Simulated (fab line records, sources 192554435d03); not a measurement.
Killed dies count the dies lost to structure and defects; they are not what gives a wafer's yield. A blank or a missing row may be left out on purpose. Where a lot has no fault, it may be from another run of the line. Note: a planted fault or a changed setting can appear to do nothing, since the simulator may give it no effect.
Split-lot experiment :: flow n5-finfet :: route with 1938 steps; 7 lots, 21 wafers read

ABOUT THE SPLIT
At N5_BEOL_M1_COAT_62 (time 60 s, resist thk 12 nm), the setting spin-rpm was moved away from the recipe's 1500 rpm on 7 of the 21 wafers read, by -10.8% to +10.9%. All remaining wafers had this setting at the recipe value.

FROM THE SPLIT TO THE READING: what the file shows between them, 5 steps
- N5_BEOL_M1_COAT_73: time 60 s, resist thk 5 nm
- N5_BEOL_M1_COAT_05: resist thk 30 nm
- N5_BEOL_M1_DESCUM_16: chemistry O2, time 7 s
- N5_BEOL_M1_ETCH_74: etches underlayer in N2/H2, target depth 6.5 nm, time 5.2 s
- N5_BEOL_M1_ETCH_63: etches SiARC in CF4, target depth 15.6 nm, time 26 s

THE READING
SiARC_of_BEOL_M1_COAT_62.thk-nm (the simulator's own value, which no gauge read), in nm, at N5_BEOL_M1_ETCH_64 (etches SOC in N2/H2, target depth 75 nm, overetch 15 nm, time 112.5 s). The file does not state a usual value for it. Across the 14 wafers here that went through the recipe, the average is 6.8 nm and the standard deviation 0.11 nm.

wafer: L077.1
tool, chamber at the split: litho-track-02, 0
spin-rpm as run, rpm: 1500
against the recipe: recipe
SiARC_of_BEOL_M1_COAT_62.thk-nm, nm: 7
against lot-mates on the recipe: -

wafer: L077.2
tool, chamber at the split: litho-track-02, 0
spin-rpm as run, rpm: 1500
against the recipe: recipe
SiARC_of_BEOL_M1_COAT_62.thk-nm, nm: 6.6
against lot-mates on the recipe: -

wafer: L077.6
tool, chamber at the split: litho-track-02, 0
spin-rpm as run, rpm: 1500
against the recipe: recipe
SiARC_of_BEOL_M1_COAT_62.thk-nm, nm: 6.8
against lot-mates on the recipe: -

wafer: L079.2
tool, chamber at the split: litho-track-04, 0
spin-rpm as run, rpm: 1500
against the recipe: recipe
SiARC_of_BEOL_M1_COAT_62.thk-nm, nm: 6.8
against lot-mates on the recipe: -

wafer: L079.4
tool, chamber at the split: litho-track-04, 0
spin-rpm as run, rpm: 1338
against the recipe: -10.8%
SiARC_of_BEOL_M1_COAT_62.thk-nm, nm: 7.4
against lot-mates on the recipe: +0.6

wafer: L079.6
tool, chamber at the split: litho-track-04, 0
spin-rpm as run, rpm: 1500
against the recipe: recipe
SiARC_of_BEOL_M1_COAT_62.thk-nm, nm: 6.8
against lot-mates on the recipe: -

wafer: L080.3
tool, chamber at the split: litho-track-04, 0
spin-rpm as run, rpm: 1664
against the recipe: +10.9%
SiARC_of_BEOL_M1_COAT_62.thk-nm, nm: 6.2
against lot-mates on the recipe: -0.6

wafer: L080.4
tool, chamber at the split: litho-track-04, 0
spin-rpm as run, rpm: 1500
against the recipe: recipe
SiARC_of_BEOL_M1_COAT_62.thk-nm, nm: 6.8
against lot-mates on the recipe: -

wafer: L080.6
tool, chamber at the split: litho-track-04, 0
spin-rpm as run, rpm: 1500
against the recipe: recipe
SiARC_of_BEOL_M1_COAT_62.thk-nm, nm: 6.8
against lot-mates on the recipe: -

wafer: L081.1
tool, chamber at the split: litho-track-01, 0
spin-rpm as run, rpm: 1440
against the recipe: -4.0%
SiARC_of_BEOL_M1_COAT_62.thk-nm, nm: 7
against lot-mates on the recipe: +0.0

wafer: L081.2
tool, chamber at the split: litho-track-01, 0
spin-rpm as run, rpm: 1440
against the recipe: -4.0%
SiARC_of_BEOL_M1_COAT_62.thk-nm, nm: 7
against lot-mates on the recipe: +0.0

wafer: L081.3
tool, chamber at the split: litho-track-01, 0
spin-rpm as run, rpm: 1500
against the recipe: recipe
SiARC_of_BEOL_M1_COAT_62.thk-nm, nm: 7
against lot-mates on the recipe: -

wafer: L083.1
tool, chamber at the split: litho-track-01, 0
spin-rpm as run, rpm: 1500
against the recipe: recipe
SiARC_of_BEOL_M1_COAT_62.thk-nm, nm: 7
against lot-mates on the recipe: -

wafer: L083.3
tool, chamber at the split: litho-track-01, 0
spin-rpm as run, rpm: 1362
against the recipe: -9.2%
SiARC_of_BEOL_M1_COAT_62.thk-nm, nm: 7.4
against lot-mates on the recipe: +0.4

wafer: L083.6
tool, chamber at the split: litho-track-01, 0
spin-rpm as run, rpm: 1362
against the recipe: -9.2%
SiARC_of_BEOL_M1_COAT_62.thk-nm, nm: 7.4
against lot-mates on the recipe: +0.4

wafer: L085.2
tool, chamber at the split: litho-track-02, 0
spin-rpm as run, rpm: 1500
against the recipe: recipe
SiARC_of_BEOL_M1_COAT_62.thk-nm, nm: 6.8
against lot-mates on the recipe: -

wafer: L085.4
tool, chamber at the split: litho-track-02, 0
spin-rpm as run, rpm: 1385
against the recipe: -7.7%
SiARC_of_BEOL_M1_COAT_62.thk-nm, nm: 7.2
against lot-mates on the recipe: +0.4

wafer: L085.6
tool, chamber at the split: litho-track-02, 0
spin-rpm as run, rpm: 1500
against the recipe: recipe
SiARC_of_BEOL_M1_COAT_62.thk-nm, nm: 6.8
against lot-mates on the recipe: -

wafer: L096.4
tool, chamber at the split: litho-track-02, 0
spin-rpm as run, rpm: 1500
against the recipe: recipe
SiARC_of_BEOL_M1_COAT_62.thk-nm, nm: 7
against lot-mates on the recipe: -

wafer: L096.5
tool, chamber at the split: litho-track-02, 0
spin-rpm as run, rpm: 1500
against the recipe: recipe
SiARC_of_BEOL_M1_COAT_62.thk-nm, nm: 6.8
against lot-mates on the recipe: -

wafer: L096.6
tool, chamber at the split: litho-track-02, 0
spin-rpm as run, rpm: 1500
against the recipe: recipe
SiARC_of_BEOL_M1_COAT_62.thk-nm, nm: 6.8
against lot-mates on the recipe: -

THE FIT
A straight line over all 21 wafers: SiARC_of_BEOL_M1_COAT_62.thk-nm changes by -0.0556 nm for each +1% of spin-rpm; r = -0.94; the points scatter about the line by 0.1 nm.
The same after taking each lot's own level away (the mean of its wafers on the recipe; 21 wafers): -0.0488 nm for each +1%; r = -0.92; scatter 0.1 nm.
Per that fit: largest spin-rpm move, reading shift of 0.53 nm.
From 6.80 to 7.00 nm: that is the span of the lots' own levels, equal to 1.8 times the standard deviation above.
In other words, the slope is changed by the lot-to-lot level; the two fits disagree.
Check: for one of the wafers moved furthest among these (+10.9%), held out of the fit, the line's prediction against its lot-mates is -0.524 nm. It came out at -0.6 nm against them.

ADDITIONAL SPLITS CARRIED BY THESE WAFERS
Other splits were also applied to these wafers ahead of the reading. Each is held against what the fit with the lots' levels taken away leaves over:
other split on the same wafers: N5_BEOL_M1_COAT_61 spin-rpm
wafers away from the commonest value: 7
r with SiARC_of_BEOL_M1_COAT_62.thk-nm (lot level and that fit taken away): +0.39

THE WHOLE CHAIN: every reading that the file lists as answering this split, in the file's order
step: N5_BEOL_M1_COAT_62
what it does: time 60 s, resist thk 12 nm
reading: SiARC_of_BEOL_M1_COAT_62.thk-nm (the simulator's own value, which no gauge read)
change (the file's fit): -0.0622 nm for each +1% of the setting
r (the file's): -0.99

step: N5_BEOL_M1_ETCH_63
what it does: etches SiARC in CF4, target depth 15.6 nm, time 26 s
reading: etch.depth-nm (the simulator's own value, which no gauge read)
change (the file's fit): -0.0611 nm for each +1% of the setting
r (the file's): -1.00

step: N5_BEOL_M1_ETCH_63
what it does: etches SiARC in CF4, target depth 15.6 nm, time 26 s
reading: CAR-EUV_of_BEOL_M1_COAT_05.thk-nm (the simulator's own value, which no gauge read)
change (the file's fit): +0.0503 nm for each +1% of the setting
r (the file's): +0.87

step: N5_BEOL_M1_ETCH_64
what it does: etches SOC in N2/H2, target depth 75 nm, overetch 15 nm, time 112.5 s
reading: SiARC_of_BEOL_M1_COAT_62.thk-nm (the simulator's own value, which no gauge read)
change (the file's fit): -0.05 nm for each +1% of the setting
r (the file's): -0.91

THE FILE'S OWN FIT
SiARC_of_BEOL_M1_COAT_62.thk-nm changes by -0.05 nm for each +1% of spin-rpm, r = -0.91.
